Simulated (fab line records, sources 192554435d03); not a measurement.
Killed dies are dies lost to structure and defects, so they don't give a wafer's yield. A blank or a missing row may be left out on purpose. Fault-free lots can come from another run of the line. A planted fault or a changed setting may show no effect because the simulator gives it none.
Comparing a struck lot with a sound one    flow n5 finfet    37 steps out of a route of 1938
Sound: these wafers, L990.2, L990.3, L990.4. Struck: wafer L994.1 (left out: L994.5, a lot-mate that was not struck); the cause follows at the end.
Per side, at each step with rows, come the tool, then ch with its chambers, and then its first start. Under that, the readings that differ: sound wafers    struck wafers    difference of the means    sigmas: that difference in standard deviations of wafers without a fault.
alike: readings with means less than 2 such deviations apart, plus words and numbers identical on both sides. not compared: withheld readings, readings lacking a value on some wafer, bounds such as >300 that could conceal the same value, and numbers that have no deviation in the record and whose values overlap.
A row with sigmas, a row that says differs or no value, or rows on one side alone: a step with any of these is where the two part. Numbers that don't overlap but have no deviation are shown without sigmas and don't part them. Lack of a reading on every wafer of one side parts them only where that side has two or more wafers.

first, 9 steps without rows for these wafers: N5_BEOL_M12_PRE_CLEAN_42 (time 30 s); N5_BEOL_M12_SPUTTER_43 (material TaN, target thk 15 nm, time 24.19 s); N5_BEOL_M12_SPUTTER_44 (material Ta, target thk 10 nm, time 16.13 s); N5_BEOL_M12_SPUTTER_45 (material Cu, target thk 80 nm, time 13.33 s); N5_BEOL_M12_ECD_47 (material Cu, target thk 720 nm); N5_BEOL_M12_ANNEAL_48 (time 90 s); N5_BEOL_M12_CMP_49 (polishes, stops on SiOC, t overpolish 20.6 s, target thk 320 nm); N5_BEOL_M12_PRE_CLEAN_52 (time 15 s); N5_BEOL_M12_DEP_53 (deposits SiCN from 3MS/NH3, target thk 30 nm, time 10.5 s).
N5_BEOL_M13_ILD_DEP_00: deposits SiOC from DEMS/O2, target thk 837.92 nm, time 166.4 s.
  sound on pecvd-02 ch 0,2, day 11 16:05; struck on pecvd-02 ch 2, day 12 21:58
reading                                        sound              struck  difference  sigmas
run length s (s)                               211.2 210.7 211.1  157.9   -53.1       -99 or more
model.SiOC_of_BEOL_M13_ILD_DEP_00.thk nm (nm)  831.2 844.4 842    584.6   -254.6      
  alike: heater power w, showerhead plenum p Torr, throttle valve pct
N5_BEOL_M13_THK_MEAS_01:
  sound on film metro-01, day 11 16:14; struck on film metro-01, day 12 22:11
reading           sound        struck  difference  sigmas
M13_ILD_THK (nm)  831 844 842  585     -254        -21
then, 10 steps without rows for these wafers: N5_BEOL_M13_COAT_58 (time 60 s, resist thk 89 nm); N5_BEOL_M13_COAT_04 (resist thk 400 nm); N5_BEOL_M13_EBR_06; N5_BEOL_M13_SOFTBAKE_05 (time 60 s); N5_BEOL_M13_EXPOSE_07 (exposes mask V12); N5_BEOL_M13_PEB_08 (peb time 90 s); N5_BEOL_M13_DEVELOP_09 (develop time 45 s); N5_BEOL_M13_HARDBAKE_14 (time 120 s); N5_BEOL_M13_DESCUM_15 (chemistry O2, time 7.9 s); N5_BEOL_M13_ETCH_59 (etches BARC in N2/H2, target depth 89 nm, overetch 26.7 nm, time 67.9 s).
N5_BEOL_M13_VIA_ETCH_16: etches SiOC in C4F8/O2/Ar, target depth 921.7 nm.
  sound on rie diel-04 ch 0,1,2, day 11 16:42; struck on rie diel-05 ch 3, day 12 22:42
reading                                     sound              struck  difference  sigmas
model.etch.depth nm (nm)                    831.2 844.4 841.9  584.5   -254.7      
model.coat_of_BEOL_M13_COAT_04.thk nm (nm)  73.4 67.8 72.8     147.2   +75.9       
  alike: O2_flow_sccm, drypump motor current A, oes product au, rf vpp V, showerhead plenum p Torr, throttle valve pct
N5_BEOL_M13_STRIP_63: strips in N2/H2.
  sound on plasma asher-01 ch 0,1, day 11 16:56; struck on plasma asher-01 ch 0, day 12 23:04
reading                       sound              struck  difference  sigmas
n2 flow sccm (sccm)           1756 1752 1751     1740    -13         -2
oes product au (a.u.)         0.673 0.673 0.677  0.700   +0.026      +5
strip time to endpoint s (s)  28.7 27.0 28.5     48.9    +20.8       +19
  alike: drypump motor current A, h2 flow sccm, heater power w
  not compared: rf hours counter h
then, 12 steps without rows for these wafers: N5_BEOL_M13_STRIP_64 (strips in N2/H2); N5_BEOL_M13_STRIP_71 (strips in post etch residue remover, time 60 s); N5_BEOL_M13_SRD_72 (time 30 s, dry time 30 s); N5_BEOL_M13_COAT_65 (time 60 s, resist thk 350 nm); N5_BEOL_M13_COAT_66 (time 60 s, resist thk 110 nm); N5_BEOL_M13_COAT_22 (resist thk 300 nm); N5_BEOL_M13_EBR_24; N5_BEOL_M13_SOFTBAKE_23 (time 60 s); N5_BEOL_M13_EXPOSE_25 (exposes mask M13, target cd 210 nm); N5_BEOL_M13_PEB_26 (peb time 90 s); N5_BEOL_M13_DEVELOP_27 (develop time 45 s); N5_BEOL_M13_HARDBAKE_32 (time 120 s).
N5_BEOL_M13_CMP_49: polishes, stops on SiOC, t overpolish 17.1 s, target thk 420 nm.
  sound on cmp-01 ch 0,1,2, day 11 20:34; struck on cmp-04 ch 2, day 13 03:36
reading                                        sound            struck  difference  sigmas
model.SiOC_of_BEOL_M13_ILD_DEP_00.thk nm (nm)  774.2 785 785.4  523.8   -257.7      
  alike: motor current A, platen rpm
N5_PASSIVATION_PROBE_49:
  the record holds rows for the sound wafers here (prober-01, day 12 22:04) but none for the struck ones

## WHERE THEY PART
Earliest at N5_BEOL_M13_ILD_DEP_00; latest, in this record, at N5_PASSIVATION_PROBE_49.

WHY: the cause the simulator had injected
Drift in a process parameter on pecvd-02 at N5_BEOL_M13_ILD_DEP_00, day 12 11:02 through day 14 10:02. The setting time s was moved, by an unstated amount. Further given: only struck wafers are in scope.
